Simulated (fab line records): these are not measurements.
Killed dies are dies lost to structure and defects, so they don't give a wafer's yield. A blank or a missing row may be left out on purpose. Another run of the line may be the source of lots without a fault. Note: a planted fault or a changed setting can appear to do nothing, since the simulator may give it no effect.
Split-lot experiment	flow n5 finfet	on a route of 1938 steps: 7 lots, 39 wafers read

## SPLIT DETAILS
At N5_BEOL_M8_ILD_DEP_00 (deposits SiCOH lowk from DEMS/porogen, target thk 179.75 nm, time 33.4 s), the setting time s was moved away from the recipe's 33.4 s on 9 of the 39 wafers read, by -23.1% to +52.9%. All remaining wafers had this setting at the recipe value.

## BETWEEN THE SPLIT AND THE READING: the file shows 1 step in between
- N5_BEOL_M8_CURE_74: cures SiCOH lowk, time 240 s

## THE READING
Values of M8_ILD_THK in nm from N5_BEOL_M8_THK_MEAS_01. On this fab line, fault-free wafers typically give 153.9 nm with a standard deviation of 2 nm.

wafer	tool, chamber at the split	time s as run, s	against the recipe	M8_ILD_THK, nm	against lot-mates on the recipe
L074.1	pecvd-01, 0	40.07	+20.0%	182.3	+28.5
L074.2	pecvd-01, 1	33.4	recipe	152.2	-
L074.3	pecvd-01, 2	40.07	+20.0%	182.4	+28.6
L074.4	pecvd-01, 1	40.07	+20.0%	185.4	+31.6
L074.5	pecvd-01, 0	33.4	recipe	154.5	-
L074.6	pecvd-01, 2	33.4	recipe	154.8	-
L075.1	pecvd-04, 2	33.4	recipe	151.7	-
L075.2	pecvd-04, 0	33.4	recipe	153.5	-
L075.3	pecvd-04, 1	33.4	recipe	154.2	-
L075.4	pecvd-04, 0	33.4	recipe	155.2	-
L075.5	pecvd-04, 2	33.4	recipe	156.7	-
L075.6	pecvd-04, 1	33.4	recipe	155.8	-
L081.1	pecvd-02, 0,2	33.4	recipe	152.6	-
L081.2	pecvd-02, 0,2	33.4	recipe	152.5	-
L081.3	pecvd-02, 1	33.4	recipe	152.5	-
L081.4	pecvd-02, 1,2	33.4	recipe	155.3	-
L081.5	pecvd-02, 0	33.4	recipe	154.4	-
L081.6	pecvd-02, 1,2	33.4	recipe	155.2	-
L085.3	pecvd-04, 0	33.4	recipe	152.0	-
L085.4	pecvd-04, 2	33.4	recipe	158.0	-
L085.6	pecvd-04, 1	33.4	recipe	153.4	-
L090.1	pecvd-01, 0	33.4	recipe	151.7	-
L090.2	pecvd-01, 1	33.4	recipe	150.4	-
L090.3	pecvd-01, 2	33.4	recipe	152.4	-
L090.4	pecvd-01, 0	33.4	recipe	152.9	-
L090.5	pecvd-01, 2	33.4	recipe	154.7	-
L090.6	pecvd-01, 1	33.4	recipe	152.5	-
L095.1	pecvd-02, 2	33.4	recipe	155.6	-
L095.2	pecvd-02, 0	51.08	+52.9%	238.4	+80.6
L095.3	pecvd-02, 1	51.08	+52.9%	238.7	+80.9
L095.4	pecvd-02, 2	33.4	recipe	159.4	-
L095.5	pecvd-02, 0	33.4	recipe	158.5	-
L095.6	pecvd-02, 1	51.08	+52.9%	240.5	+82.7
L096.1	pecvd-01, 2	33.4	recipe	153.0	-
L096.2	pecvd-01, 0	33.4	recipe	154.0	-
L096.3	pecvd-01, 2	33.4	recipe	156.3	-
L096.4	pecvd-01, 0	25.68	-23.1%	122.4	-32.0
L096.5	pecvd-01, 0	25.68	-23.1%	120.9	-33.5
L096.6	pecvd-01, 2	25.68	-23.1%	118.4	-36.0
If several chambers appear in one row, that row covers several wafers at once and the file leaves open which wafer was in which chamber.

THE FIT
A straight line over all 39 wafers: M8_ILD_THK changes by +1.57 nm for each +1% of time s; r = +1.00; the points scatter about the line by 2.3 nm.
The same after taking each lot's own level away (the mean of its wafers on the recipe; 39 wafers): +1.52 nm for each +1%; r = +1.00; scatter 1.6 nm.
That fit puts the effect of the largest move of time s on the reading at 80 nm.
The span of the lots' own levels, 152.43 to 157.83 nm, comes to 2.7 times the standard deviation stated above.
Consequently the slope shifts little with the lot-to-lot level, the two slopes agreeing.
Check: +80.5 nm against its lot-mates is what the line predicts for one of the wafers moved furthest among these (+52.9%) when that wafer is left out of the fit. Against them it came out at +80.6 nm.

## THESE WAFERS: OTHER SPLITS
These wafers also went through other splits before the reading. Each is held against what the fit with the lots' levels taken away leaves over:
other split on the same wafers	wafers away from the commonest value	r with M8_ILD_THK (lot level and that fit taken away)
N5_ZERO_LAYER_PECVD_02 time s	15	-0.11
N5_ZERO_LAYER_DEVELOP_10 develop time s	15	+0.07
N5_SDB_ALD_29 ald cycles	15	-0.02
N5_BEOL_M0_SAQP_ILD_DEP_01 time s	9	-0.07

## THE WHOLE CHAIN: every reading that the file lists as answering this split, in the file's order
step	what it does	reading	change (the file's fit)	r (the file's)
N5_BEOL_M8_ILD_DEP_00	deposits SiCOH lowk from DEMS/porogen, target thk 179.75 nm, time 33.4 s	SiCOH_lowk_of_BEOL_M8_ILD_DEP_00.thk nm (the simulator's own value, which no gauge read)	+1.74 nm for each +1% of the setting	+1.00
N5_BEOL_M8_CURE_74	cures SiCOH lowk, time 240 s	SiCOH_lowk_of_BEOL_M8_ILD_DEP_00.thk nm (the simulator's own value, which no gauge read)	+1.52 nm for each +1% of the setting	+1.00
N5_BEOL_M8_THK_MEAS_01		M8_ILD_THK	+1.52 for each +1% of the setting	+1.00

## THE FILE'S OWN FIT
M8_ILD_THK changes by +1.52 nm for each +1% of time s, r = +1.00.
